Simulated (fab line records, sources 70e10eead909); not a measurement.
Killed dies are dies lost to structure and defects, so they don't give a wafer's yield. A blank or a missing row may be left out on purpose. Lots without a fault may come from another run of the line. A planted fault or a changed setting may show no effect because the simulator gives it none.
fab line records | flow nand_harc
record lots=15 wafers=43 last_day=33
route steps=1302 shown A_CONTACT@1102 A_BLC@1132
lots that met no fault: from a run of the same line without faults
start_h: hours from the record's first day to the start of the lot's first wafer shown | wait_h: hours since the lot's step before | " the same as in the row above | L1.1+2: a row that stands for several wafers | - no value, or no start given | * or withheld: withheld | < > ~ a bound
route shown NAME@n: a module of which the file shows steps, and the number in the route of the first | usual: mean/standard deviation of fault-free wafers | same: alike in all rows | chamber/n: place in a boat | sites: the reading at each site | _std_site: their standard deviation | _edge_site: outer sites' mean less inner sites' | radius_mm: how far each site lies from the wafer's centre | mask NAME#n: copy n | behind: the tool/chamber that last shaped the wafer | hold: why the lot was held/for how many hours/how that ended | device: the transistor (n, p or np) that didn't switch | end of line: the same wafers' tests at the end of the route | a step without rows: its recipe alone | killed: dies lost to structure and defects at the first sort, not the wafer's yield | map: a wafer's dies, x killed, . not, _ none there
set.NAME: the setting as run; set.NAME@STEP: as run at that earlier step | model.NAME: the simulator's own value behind a step, which no gauge read
steps of the route over a sample of lots; a table a step, a row a wafer
services: from which hour (start_h, from the record's first day; less than 0 if before it) a tool's chamber was out of use, for how many hours, and why
## steps
# step NHARC_A_CONTACT_CVD_19
# recipe target_thk_a=3000 temp_c=300 pressure_torr=40 wf6_flow_sccm=40 h2_flow_sccm=1600 ar_flow_sccm=1560 time_s=802 material=W
# usual chamber_pressure_Torr=40.00/0.091 heater_power_w=465/70 mfc_ar_sccm=1560/5 mfc_h2_sccm=1600/4.2 throttle_valve_pct=8.1/0.47
# columns lot.wafer tool chamber start_h wait_h chamber_pressure_Torr heater_power_w mfc_ar_sccm mfc_h2_sccm since_wet_clean_h throttle_valve_pct
L817.2 cvd_w-02 1 - - 39.83 548 1560 1602 95 7.7
L817.6 " 1 " " 39.94 556 1567 1602 - 7.9
L817.5 " 0 " " 39.88 515 1552 1599 - 8.5
L820.2 cvd_w-01 0 - - 40.08 369 1556 1601 22 7.4
L820.1 " 1 " " 40.13 502 1560 1603 22 8.5
L820.6 " 0 " " 40.02 359 1561 1606 - 7.6
L821.1 cvd_w-01 1 - - 39.97 507 1562 1595 44 8.5
L821.3 " 1 " " 39.88 502 1560 1603 - 8.8
L821.6 " 1 " " 39.92 508 1563 1596 - 8.8
L823.1 cvd_w-01 1 - - 40.07 511 1557 1604 61 8.7
L823.5 " 1 " " 40.07 502 1561 1595 - 8.7
L823.6 " 0 " " 40.10 365 1564 1599 - 7.8
L824.2 cvd_w-01 1 - - 39.91 528 1556 1601 65 8.7
L824.1 " 0 " " 40.04 368 1559 1603 65 7.7
L824.3 " 1 " " 40.04 504 1552 1597 - 8.6
L825.1 cvd_w-01 0 - - 39.85 376 1560 1604 76 7.8
L825.6 " 0 " " 39.91 371 1553 1599 - 7.7
L826.4 cvd_w-01 1 - - 40.04 507 1559 1607 - 8.5
L826.5 " 1 " " 40.05 511 1567 1599 - 8.9
L829.2 cvd_w-02 0 - - 40.00 475 1560 1599 25 8.3
L829.1 " 1 " " 39.94 524 1562 1594 25 8.0
L829.3 " 0 " " 40.07 471 1562 1594 - 8.3
L830.1 cvd_w-02 1 - - 39.99 523 1563 1597 46 7.9
L830.5 " 1 " " 39.96 518 1575 1602 - 8.1
L830.6 " 0 " " 40.03 492 1555 1598 - 8.1
L833.2 cvd_w-01 1 - - 39.79 504 1551 1600 146 8.6
L833.1 " 0 " " 40.15 362 1564 1596 146 7.7
L833.5 " 1 " " 39.76 514 1554 1588 - 8.6
L831.2 cvd_w-02 0 - - 40.15 495 1562 1594 64 8.3
L831.5 " 1 " " 40.01 519 1559 1602 - 7.7
L831.6 " 0 " " 40.06 485 1563 1596 - 8.1
L832.2 cvd_w-01 1 - - 39.99 508 1561 1598 152 8.5
L832.3 " 0 " " 39.86 365 1568 1603 - 7.8
L832.4 " 1 " " 40.10 506 1567 1601 - 9.0
L834.2 cvd_w-01 1 - - 40.03 505 1560 1604 153 8.6
L834.3 " 0 " " 40.02 370 1559 1605 - 7.5
L834.5 " 0 " " 40.10 372 1561 1604 - 7.5
L836.2 cvd_w-01 1 - - 39.82 521 1555 1599 12 8.4
L836.1 " 0 " " 40.04 371 1561 1603 12 7.8
L836.4 " 1 " " 39.89 520 1558 1602 - 8.8
L837.2 cvd_w-02 1 - - 40.09 536 1552 1606 109 8.0
L837.4 " 1 " " 40.05 522 1559 1600 - 8.0
L837.6 " 1 " " 39.89 519 1556 1603 - 8.0
# step NHARC_A_CONTACT_CMP_20
# recipe t_overpolish_s=30 target_thk_nm=300
# usual edge_zone_pressure_frac=1.000/0.0052 motor_current_A=11.9/1.3 overpolish_run_s=29.998/0.0098 slurry_flow_ml_min=150.0/0.54 time_to_endpoint_s=59.0/2.8
# columns lot.wafer tool chamber start_h wait_h edge_zone_pressure_frac motor_current_A overpolish_run_s slurry_flow_ml_min time_to_endpoint_s
L817.2 cmp-02 2 558.54 0.8 0.995 10.3 30.013 150.0 59.6
L817.5 " 2 " " 0.996 10.7 29.997 150.4 61.2
L817.6 " 3 " " 1.000 12.4 29.999 150.4 64.6
L820.1 cmp-01 2 583.01 0.7 0.995 10.5 30.002 150.4 56.4
L820.2 " 3 " " 0.996 11.5 30.004 149.1 56.1
L820.6 " 1 " " 1.005 12.8 30.002 151.1 55.6
L821.1 cmp-02 0 604.89 0.6 0.996 11.6 29.999 150.0 61.8
L821.3 " 1 " " 1.009 12.3 29.998 150.5 59.4
L821.6 " 1 " " 1.004 12.4 30.003 150.8 59.5
L823.1 cmp-04 1 622.04 0.8 1.001 13.0 29.994 149.9 64.5
L823.6 " 2 " " 1.010 10.9 30.012 150.5 60.9
L823.5 " 3 " " 0.993 11.1 30.015 150.1 58.8
L824.2 cmp-01 1 625.46 0.8 0.997 14.0 30.008 149.8 58.1
L824.1 " 2 " " 0.990 10.7 30.005 149.1 57.6
L824.3 " 3 " " 1.001 11.6 30.005 149.8 59.2
L825.1 cmp-01 2 636.61 0.7 0.997 10.4 30.013 150.3 59.0
L825.6 " 1 " " 0.993 13.3 30.010 150.0 59.4
L826.4 cmp-02 3 656.87 0.5 0.989 13.1 30.006 149.3 57.4
L826.5 " 3 " " 0.995 13.2 30.005 149.6 55.6
L829.3 cmp-04 0 669.93 0.5 1.010 10.6 29.997 150.0 54.3
L829.1 " 1 " " 0.996 14.1 30.003 149.9 58.8
L829.2 " 2 " " 0.997 11.1 30.007 150.3 55.4
L830.1 cmp-04 3 691.40 0.8 1.001 10.7 29.996 149.8 54.9
L830.6 " 1 " " 1.005 13.6 30.014 149.9 58.4
L830.5 " 2 " " 1.001 11.6 30.000 149.7 56.8
L833.1 cmp-02 2 706.86 0.7 0.996 10.4 29.987 150.5 56.5
L833.2 " 0 " " 1.005 11.2 29.989 150.7 61.0
L833.5 " 2 " " 0.999 10.1 30.003 149.5 59.8
L831.2 cmp-01 1 709.16 0.7 1.001 13.0 29.994 150.6 57.7
L831.5 " 0 " " 0.986 13.7 30.011 150.7 59.6
L831.6 " 1 " " 0.997 13.1 29.988 150.6 57.2
L832.2 cmp-04 0 712.50 0.7 1.000 11.0 30.009 149.5 54.0
L832.3 " 1 " " 1.003 13.4 30.000 150.0 56.9
L832.4 " 2 " " 0.995 11.7 30.011 150.7 57.5
L834.3 cmp-04 2 713.81 0.5 0.999 10.8 30.003 149.8 57.4
L834.2 " 3 " " 0.996 10.9 30.027 150.3 55.9
L834.5 " 0 " " 1.003 10.8 30.001 149.1 56.1
L836.2 cmp-04 0 753.75 0.8 1.002 9.9 30.006 150.2 55.4
L836.4 " 1 " " 0.997 13.8 29.997 150.1 61.7
L836.1 " 2 " " 0.998 10.4 30.005 149.9 60.2
L837.2 cmp-01 2 754.17 0.8 1.003 10.7 30.001 150.4 56.1
L837.4 " 1 " " 1.003 13.1 29.996 149.8 56.6
L837.6 " 2 " " 0.992 11.2 29.993 150.6 59.4
# step NHARC_A_BLC_CVD_24
# recipe target_thk_a=1500 temp_c=300 pressure_torr=40 wf6_flow_sccm=40 h2_flow_sccm=1600 ar_flow_sccm=1560 time_s=434 material=W
# usual chamber_pressure_Torr=39.98/0.084 heater_power_w=482/64 mfc_ar_sccm=1560/4.9 mfc_h2_sccm=1599/4.1 throttle_valve_pct=8.1/0.41
# columns lot.wafer tool chamber start_h wait_h chamber_pressure_Torr heater_power_w mfc_ar_sccm mfc_h2_sccm since_wet_clean_h throttle_valve_pct
L817.2 cvd_w-01 1 - - 39.93 506 1562 1604 2 8.5
L817.5 " 0 " " 40.13 374 1567 1603 - 7.9
L817.6 " 1 " " 39.89 491 1568 1600 - 8.6
L820.1 cvd_w-02 0 - - 40.00 518 1559 1596 123 8.3
L820.2 " 1 " " 40.03 554 1565 1598 123 7.6
L820.6 " 0 " " 40.02 508 1562 1599 - 8.5
L821.1 cvd_w-02 1 - - 39.99 553 1549 1589 145 7.9
L821.3 " 0 " " 39.98 512 1556 1600 - 8.5
L821.6 " 0 " " 39.93 511 1554 1601 - 8.7
L823.1 cvd_w-02 0 - - 39.80 526 1560 1601 162 8.6
L823.6 " 0 " " 40.03 522 1562 1608 - 8.3
L823.5 " 1 " " 40.04 536 1558 1597 - 8.0
L824.2 cvd_w-01 1 - - 40.00 519 1560 1600 68 8.3
L824.1 " 0 " " 39.95 366 1555 1597 69 7.7
L824.3 " 1 " " 39.95 509 1563 1599 - 8.7
L825.1 cvd_w-01 0 - - 39.99 371 1563 1595 80 7.7
L825.6 " 1 " " 39.90 521 1557 1601 - 8.7
L826.4 cvd_w-02 1 - - 39.97 540 1556 1598 - 7.8
L826.5 " 1 " " 39.95 532 1564 1592 - 7.9
L829.2 cvd_w-02 1 - - 40.02 523 1561 1611 29 7.7
L829.1 " 0 " " 39.94 492 1562 1608 29 8.2
L829.3 " 0 " " 39.95 486 1562 1598 - 8.1
L830.1 cvd_w-01 0 - - 39.97 368 1563 1601 134 7.7
L830.5 " 0 " " 40.05 375 1558 1600 - 7.6
L830.6 " 1 " " 39.92 513 1558 1597 - 8.5
L833.2 cvd_w-02 1 - - 40.04 513 1570 1600 66 8.0
L833.1 " 0 " " 40.11 484 1561 1595 66 8.4
L833.5 " 1 " " 40.01 506 1553 1608 - 7.9
L831.2 cvd_w-02 0 - - 39.81 491 1567 1605 68 8.3
L831.6 " 1 " " 40.08 524 1555 1598 - 7.8
L831.5 " 0 " " 39.78 491 1565 1608 - 8.2
L832.2 cvd_w-01 1 - - 39.91 524 1562 1601 156 8.3
L832.4 " 0 " " 39.91 368 1562 1603 - 7.5
L832.3 " 1 " " 39.98 503 1550 1606 - 8.5
L834.2 cvd_w-02 1 - - 39.94 532 1561 1599 73 7.5
L834.3 " 1 " " 39.95 531 1558 1595 - 7.8
L834.5 " 0 " " 40.06 488 1559 1599 - 8.0
L836.2 cvd_w-02 0 - - 40.05 470 1569 1598 113 8.3
L836.1 " 1 " " 40.02 512 1553 1602 113 7.8
L836.4 " 1 " " 40.07 522 1555 1602 - 7.9
L837.2 cvd_w-01 0 - - 39.96 374 1556 1598 16 7.5
L837.4 " 0 " " 40.10 388 1559 1602 - 7.7
L837.6 " 1 " " 39.97 518 1561 1600 - 8.5
# step NHARC_A_BLC_CMP_25
# recipe t_overpolish_s=30 target_thk_nm=150
# usual edge_zone_pressure_frac=1.000/0.0051 motor_current_A=12.4/1.3 overpolish_run_s=30.000/0.0094 slurry_flow_ml_min=150.0/0.51 time_to_endpoint_s=28.0/2.4
# columns lot.wafer tool chamber start_h wait_h edge_zone_pressure_frac motor_current_A overpolish_run_s slurry_flow_ml_min time_to_endpoint_s
L817.2 cmp-01 1 562.25 0.4 1.002 13.0 29.997 150.5 27.6
L817.6 " 3 " " 1.005 12.3 29.993 150.2 30.7
L817.5 " 0 " " 1.004 13.4 29.991 150.0 29.8
L820.2 cmp-03 2 586.59 0.4 1.005 12.6 30.010 150.3 29.7
L820.1 " 3 " " 1.002 11.8 30.000 149.5 27.5
L820.6 " 3 " " 0.997 11.9 30.002 150.4 28.3
L821.3 cmp-03 1 608.56 0.4 0.998 11.5 30.002 150.4 26.8
L821.1 " 2 " " 0.991 13.3 29.999 149.7 28.6
L821.6 " 0 " " 1.000 15.6 30.007 149.4 27.2
L823.1 cmp-03 1 625.67 0.5 0.998 11.2 30.001 150.3 25.9
L823.5 " 2 " " 1.000 12.3 29.992 149.5 25.0
L823.6 " 3 " " 1.007 11.5 30.009 149.8 26.5
L824.1 cmp-03 0 629.08 0.4 - - - - -
L824.2 " 1 " " - - - - -
L824.3 " 2 " " - - - - -
L825.1 cmp-03 3 640.17 0.5 - - - - -
L825.6 " 1 " " - - - - -
L826.4 cmp-01 0 660.47 0.4 - - - - -
L826.5 " 1 " " - - - - -
L829.1 cmp-01 0 673.44 0.4 1.002 12.4 30.001 150.6 29.0
L829.3 " 1 " " 1.007 13.5 30.017 150.3 29.2
L829.2 " 2 " " 0.998 10.5 30.009 150.4 28.2
L830.1 cmp-01 2 694.91 0.5 0.995 10.2 30.003 149.2 29.7
L830.5 " 0 " " 1.007 13.2 30.022 149.1 29.1
L830.6 " 1 " " 1.006 13.2 30.005 150.4 29.9
L833.1 cmp-01 1 710.46 0.4 1.002 12.9 29.986 150.3 26.2
L833.2 " 3 " " 0.994 11.7 29.998 151.0 24.6
L833.5 " 2 " " 1.006 10.4 29.986 148.8 24.0
L831.2 cmp-01 2 712.84 0.5 1.011 10.8 30.004 149.4 27.3
L831.5 " 3 " " 0.988 11.9 29.999 150.1 26.3
L831.6 " 0 " " 0.997 13.2 30.012 149.7 26.0
L832.4 cmp-01 3 716.10 0.3 0.995 12.0 30.007 150.0 27.3
L832.3 " 1 " " 0.994 13.6 29.986 149.7 27.6
L832.2 " 2 " " 1.003 10.4 29.987 149.7 28.8
L834.2 cmp-02 0 717.38 0.5 0.998 11.3 30.000 150.1 30.6
L834.3 " 1 " " 0.997 12.5 29.998 149.2 29.3
L834.5 " 2 " " 0.998 10.3 30.011 149.9 30.2
L836.4 cmp-01 1 757.27 0.3 1.004 13.3 30.021 150.1 29.4
L836.2 " 2 " " 0.998 10.8 30.001 150.4 28.2
L836.1 " 3 " " 0.997 12.1 30.000 149.4 30.8
L837.4 cmp-03 1 757.82 0.2 0.997 11.7 30.010 150.5 25.6
L837.2 " 3 " " 1.000 12.3 29.987 150.6 27.8
L837.6 " 1 " " 0.991 11.1 29.988 150.4 26.6
# step NHARC_A_BLC_INSPECT_28
# usual raw_defect_count=508/130
# columns lot.wafer tool chamber start_h wait_h raw_defect_count
L817.2 defect_inspect-01 - 562.61 0.1 371
L817.5 " - " " 365
L817.6 " - " " 398
L820.1 defect_inspect-01 - 586.99 0.1 584
L820.2 " - " " 466
L820.6 " - " " 517
L821.1 defect_inspect-02 - 608.91 0.1 507
L821.3 " - " " 661
L821.6 " - " " 492
L823.1 defect_inspect-01 - 626.00 0.1 371
L823.5 " - " " 622
L823.6 " - " " 575
L824.1 defect_inspect-01 - 629.48 0.1 6558
L824.2 " - " " 6595
L824.3 " - " " 6578
L825.1 defect_inspect-01 - 640.50 0.1 6677
L825.6 " - " " 6500
L826.4 defect_inspect-01 - 660.79 0.1 6670
L826.5 " - " " 6753
L829.1 defect_inspect-02 - 673.85 0.1 431
L829.2 " - " " 412
L829.3 " - " " 598
L830.1 defect_inspect-01 - 695.29 0.1 564
L830.5 " - " " 447
L830.6 " - " " 488
L833.1 defect_inspect-02 - 710.86 0.1 364
L833.2 " - " " 425
L833.5 " - " " 559
L831.2 defect_inspect-02 - 713.17 0.1 530
L831.5 " - " " 545
L831.6 " - " " 449
L832.2 defect_inspect-01 - 716.50 0.1 689
L832.3 " - " " 604
L832.4 " - " " 847
L834.2 defect_inspect-02 - 717.73 0.1 513
L834.3 " - " " 554
L834.5 " - " " 775
L836.1 defect_inspect-01 - 757.65 0.1 463
L836.2 " - " " 615
L836.4 " - " " 830
L837.2 defect_inspect-01 - 758.23 0.1 386
L837.4 " - " " 502
L837.6 " - " " 417
## services
# columns tool chamber start_h hours kind
cmp-01 - 538.80 0.5 repair
cvd_w-01 - 547.12 13.0 pm
cmp-03 - 554.26 4.0 pm
cmp-02 - 572.18 0.3 repair
cmp-01 - 577.92 4.0 pm
cmp-04 - 579.03 2.8 repair
cvd_w-02 0 579.05 2.6 repair
cmp-01 - 587.37 2.1 repair
cmp-04 - 595.42 0.9 repair
cmp-04 - 601.07 4.0 pm
cmp-01 - 619.56 2.3 repair
cmp-03 - 621.81 0.3 repair
cvd_w-02 - 631.12 13.0 pm
cmp-03 - 650.45 62.3 repair
cmp-04 - 650.57 1.6 repair
cmp-01 - 656.74 0.4 repair
cmp-01 - 675.92 4.0 pm
cvd_w-01 0 682.25 1.3 repair
cmp-04 - 699.07 4.0 pm
cmp-04 - 707.84 1.9 repair
cmp-03 - 712.78 4.0 pm
cvd_w-01 0 720.17 18.4 repair
cmp-04 - 721.73 1.7 repair
cvd_w-01 - 728.12 13.0 pm
## key
first_sign step=NHARC_A_BLC_CMP_25 reading=tool_record direction=missing
effect step=NHARC_A_BLC_INSPECT_28 reading=raw_defect_count direction=up sigmas=46 usual=508 struck=6619
met_at NHARC_A_BLC_CMP_25
struck_lots L824,L825,L826
later_rows_left_out L824.1,L824.2,L824.3,L825.1,L825.6,L826.4,L826.5
sort_left_out L824.1,L824.2,L824.3,L825.1,L825.6,L826.4,L826.5
tester_left_out L824,L825,L826
not_acting_at NHARC_A_CONTACT_CVD_19,NHARC_A_CONTACT_CMP_20,NHARC_A_BLC_CVD_24
onset_between 625.67 629.08
fault kind=skipped_step_whole tool=cmp-01,cmp-03 chamber=- onset_h=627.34 steps=NHARC_A_BLC_CMP_25 scope=struck_lots_only
# tester_left_out: of these lots the tester's yield and bins aren't shown, on N5 and GAA mostly nor the transistor test; their killed dies are dies lost to structure and defects alone, not to doping, threshold or leakage, so they don't give the yield
# sort_left_out: the simulated sort isn't trusted on such a fault, so these wafers' sort isn't shown, and their yield isn't known
# later_rows_left_out: the simulator's readings of these wafers behind a module that went badly wrong aren't trusted and aren't shown, but for the sort
